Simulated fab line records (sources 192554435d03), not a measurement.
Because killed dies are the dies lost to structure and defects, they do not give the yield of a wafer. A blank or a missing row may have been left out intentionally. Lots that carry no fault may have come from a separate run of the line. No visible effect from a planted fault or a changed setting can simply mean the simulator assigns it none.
Split-lot study || flow n5_finfet || 7 lots, 39 wafers read, on a route of 1938 steps

== THE SPLIT ==
At N5_FIN_CUT_CUT_ETCH_26 (etches SiNx in CH3F/O2, target depth 39 nm, time 55.7 s), the setting source_w was moved away from the recipe's 395 W on 12 of the 39 wafers read, by +8.2% to +19.1%. This setting was run at the recipe's value on the other wafers.

The reading is taken at the split's own step.

== THE READING ==
etch.depth_nm (the simulator's own value, which no gauge read), in nm, at N5_FIN_CUT_CUT_ETCH_26 (etches SiNx in CH3F/O2, target depth 39 nm, time 55.7 s). No usual value for it is given in the file. The 27 wafers here that ran the recipe average 38.96 nm, standard deviation 0.51 nm.

{"wafer": "L076.1", "tool, chamber at the split": "rie_diel-04, 1", "source_w as run, W": 432.8, "against the recipe": "+9.6%", "etch.depth_nm, nm": 41.02, "against lot-mates on the recipe": "+1.56"}
{"wafer": "L076.2", "tool, chamber at the split": "rie_diel-04, 3", "source_w as run, W": 432.8, "against the recipe": "+9.6%", "etch.depth_nm, nm": 40.14, "against lot-mates on the recipe": "+0.68"}
{"wafer": "L076.3", "tool, chamber at the split": "rie_diel-04, 2", "source_w as run, W": 432.8, "against the recipe": "+9.6%", "etch.depth_nm, nm": 40.91, "against lot-mates on the recipe": "+1.45"}
{"wafer": "L076.4", "tool, chamber at the split": "rie_diel-04, 0", "source_w as run, W": 395, "against the recipe": "recipe", "etch.depth_nm, nm": 39.61, "against lot-mates on the recipe": "-"}
{"wafer": "L076.5", "tool, chamber at the split": "rie_diel-04, 1", "source_w as run, W": 395, "against the recipe": "recipe", "etch.depth_nm, nm": 39.56, "against lot-mates on the recipe": "-"}
{"wafer": "L076.6", "tool, chamber at the split": "rie_diel-04, 0", "source_w as run, W": 395, "against the recipe": "recipe", "etch.depth_nm, nm": 39.2, "against lot-mates on the recipe": "-"}
{"wafer": "L078.1", "tool, chamber at the split": "rie_diel-05, 2", "source_w as run, W": 395, "against the recipe": "recipe", "etch.depth_nm, nm": 39.48, "against lot-mates on the recipe": "-"}
{"wafer": "L078.2", "tool, chamber at the split": "rie_diel-05, 0", "source_w as run, W": 395, "against the recipe": "recipe", "etch.depth_nm, nm": 38.48, "against lot-mates on the recipe": "-"}
{"wafer": "L078.5", "tool, chamber at the split": "rie_diel-05, 0", "source_w as run, W": 395, "against the recipe": "recipe", "etch.depth_nm, nm": 38.48, "against lot-mates on the recipe": "-"}
{"wafer": "L078.3", "tool, chamber at the split": "rie_diel-05, 3", "source_w as run, W": 395, "against the recipe": "recipe", "etch.depth_nm, nm": 39.31, "against lot-mates on the recipe": "-"}
{"wafer": "L078.4", "tool, chamber at the split": "rie_diel-05, 1", "source_w as run, W": 395, "against the recipe": "recipe", "etch.depth_nm, nm": 39.75, "against lot-mates on the recipe": "-"}
{"wafer": "L078.6", "tool, chamber at the split": "rie_diel-05, 1", "source_w as run, W": 395, "against the recipe": "recipe", "etch.depth_nm, nm": 39.98, "against lot-mates on the recipe": "-"}
{"wafer": "L079.1", "tool, chamber at the split": "rie_diel-05, 2", "source_w as run, W": 395, "against the recipe": "recipe", "etch.depth_nm, nm": 39.19, "against lot-mates on the recipe": "-"}
{"wafer": "L079.2", "tool, chamber at the split": "rie_diel-05, 0", "source_w as run, W": 395, "against the recipe": "recipe", "etch.depth_nm, nm": 38.38, "against lot-mates on the recipe": "-"}
{"wafer": "L079.3", "tool, chamber at the split": "rie_diel-05, 1", "source_w as run, W": 395, "against the recipe": "recipe", "etch.depth_nm, nm": 39.7, "against lot-mates on the recipe": "-"}
{"wafer": "L082.1", "tool, chamber at the split": "rie_diel-05, 0", "source_w as run, W": 470.5, "against the recipe": "+19.1%", "etch.depth_nm, nm": 40.89, "against lot-mates on the recipe": "+2.08"}
{"wafer": "L082.2", "tool, chamber at the split": "rie_diel-05, 1", "source_w as run, W": 395, "against the recipe": "recipe", "etch.depth_nm, nm": 39.36, "against lot-mates on the recipe": "-"}
{"wafer": "L082.3", "tool, chamber at the split": "rie_diel-05, 3", "source_w as run, W": 395, "against the recipe": "recipe", "etch.depth_nm, nm": 38.63, "against lot-mates on the recipe": "-"}
{"wafer": "L082.4", "tool, chamber at the split": "rie_diel-05, 2", "source_w as run, W": 470.5, "against the recipe": "+19.1%", "etch.depth_nm, nm": 41.55, "against lot-mates on the recipe": "+2.74"}
{"wafer": "L082.5", "tool, chamber at the split": "rie_diel-05, 3", "source_w as run, W": 470.5, "against the recipe": "+19.1%", "etch.depth_nm, nm": 41.62, "against lot-mates on the recipe": "+2.81"}
{"wafer": "L082.6", "tool, chamber at the split": "rie_diel-05, 2", "source_w as run, W": 395, "against the recipe": "recipe", "etch.depth_nm, nm": 38.43, "against lot-mates on the recipe": "-"}
{"wafer": "L093.1", "tool, chamber at the split": "rie_diel-01, 0", "source_w as run, W": 395, "against the recipe": "recipe", "etch.depth_nm, nm": 37.96, "against lot-mates on the recipe": "-"}
{"wafer": "L093.2", "tool, chamber at the split": "rie_diel-01, 1", "source_w as run, W": 395, "against the recipe": "recipe", "etch.depth_nm, nm": 38.43, "against lot-mates on the recipe": "-"}
{"wafer": "L093.3", "tool, chamber at the split": "rie_diel-01, 2", "source_w as run, W": 395, "against the recipe": "recipe", "etch.depth_nm, nm": 38.53, "against lot-mates on the recipe": "-"}
{"wafer": "L093.4", "tool, chamber at the split": "rie_diel-01, 2", "source_w as run, W": 446.9, "against the recipe": "+13.1%", "etch.depth_nm, nm": 40.35, "against lot-mates on the recipe": "+2.04"}
{"wafer": "L093.5", "tool, chamber at the split": "rie_diel-01, 1", "source_w as run, W": 446.9, "against the recipe": "+13.1%", "etch.depth_nm, nm": 39.89, "against lot-mates on the recipe": "+1.58"}
{"wafer": "L093.6", "tool, chamber at the split": "rie_diel-01, 0", "source_w as run, W": 446.9, "against the recipe": "+13.1%", "etch.depth_nm, nm": 39.59, "against lot-mates on the recipe": "+1.28"}
{"wafer": "L095.1", "tool, chamber at the split": "rie_diel-01, 1", "source_w as run, W": 395, "against the recipe": "recipe", "etch.depth_nm, nm": 38.39, "against lot-mates on the recipe": "-"}
{"wafer": "L095.2", "tool, chamber at the split": "rie_diel-01, 3", "source_w as run, W": 395, "against the recipe": "recipe", "etch.depth_nm, nm": 39.25, "against lot-mates on the recipe": "-"}
{"wafer": "L095.3", "tool, chamber at the split": "rie_diel-01, 0", "source_w as run, W": 427.5, "against the recipe": "+8.2%", "etch.depth_nm, nm": 39.45, "against lot-mates on the recipe": "+0.62"}
{"wafer": "L095.4", "tool, chamber at the split": "rie_diel-01, 2", "source_w as run, W": 395, "against the recipe": "recipe", "etch.depth_nm, nm": 38.85, "against lot-mates on the recipe": "-"}
{"wafer": "L095.5", "tool, chamber at the split": "rie_diel-01, 3", "source_w as run, W": 427.5, "against the recipe": "+8.2%", "etch.depth_nm, nm": 40.18, "against lot-mates on the recipe": "+1.35"}
{"wafer": "L095.6", "tool, chamber at the split": "rie_diel-01, 2", "source_w as run, W": 427.5, "against the recipe": "+8.2%", "etch.depth_nm, nm": 40.1, "against lot-mates on the recipe": "+1.27"}
{"wafer": "L097.1", "tool, chamber at the split": "rie_diel-04, 1,2", "source_w as run, W": 395, "against the recipe": "recipe", "etch.depth_nm, nm": 38.96, "against lot-mates on the recipe": "-"}
{"wafer": "L097.4", "tool, chamber at the split": "rie_diel-04, 1,2", "source_w as run, W": 395, "against the recipe": "recipe", "etch.depth_nm, nm": 38.96, "against lot-mates on the recipe": "-"}
{"wafer": "L097.2", "tool, chamber at the split": "rie_diel-04, 3", "source_w as run, W": 395, "against the recipe": "recipe", "etch.depth_nm, nm": 38.59, "against lot-mates on the recipe": "-"}
{"wafer": "L097.3", "tool, chamber at the split": "rie_diel-04, 0", "source_w as run, W": 395, "against the recipe": "recipe", "etch.depth_nm, nm": 39.05, "against lot-mates on the recipe": "-"}
{"wafer": "L097.5", "tool, chamber at the split": "rie_diel-04, 1", "source_w as run, W": 395, "against the recipe": "recipe", "etch.depth_nm, nm": 38.93, "against lot-mates on the recipe": "-"}
{"wafer": "L097.6", "tool, chamber at the split": "rie_diel-04, 0", "source_w as run, W": 395, "against the recipe": "recipe", "etch.depth_nm, nm": 38.44, "against lot-mates on the recipe": "-"}
If several chambers appear in one row, that row covers several wafers at once and the file leaves open which wafer was in which chamber.

THE FIT
A straight line over all 39 wafers: etch.depth_nm changes by +0.118 nm for each +1% of source_w; r = +0.82; the points scatter about the line by 0.54 nm.
The same after taking each lot's own level away (the mean of its wafers on the recipe; 39 wafers): +0.131 nm for each +1%; r = +0.90; scatter 0.39 nm.
According to that fit, moving source_w by its largest amount changes the reading by 2.5 nm.
Across the lots, their own levels run from 38.307 to 39.457 nm, a range of 2.2 times the standard deviation given above.
The two slopes are in agreement: the lot-to-lot level therefore moves the slope only a little.
Check: with one of the wafers moved furthest among these (+19.1%) left out of the fit, the line predicts +2.58 nm for it against its lot-mates. Against them it came out at +2.08 nm.

== ADDITIONAL SPLITS CARRIED BY THESE WAFERS ==
Before the reading, these wafers also passed through other splits. Each is held against what the fit with the lots' levels taken away leaves over:
{"other split on the same wafers": "N5_FIN_CUT_ETCH_21 bias_w", "wafers away from the commonest value": 12, "r with etch.depth_nm (lot level and that fit taken away)": -0.03}

== FILE'S OWN FIT ==
etch.depth_nm changes by +0.13 nm for each +1% of source_w, r = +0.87.
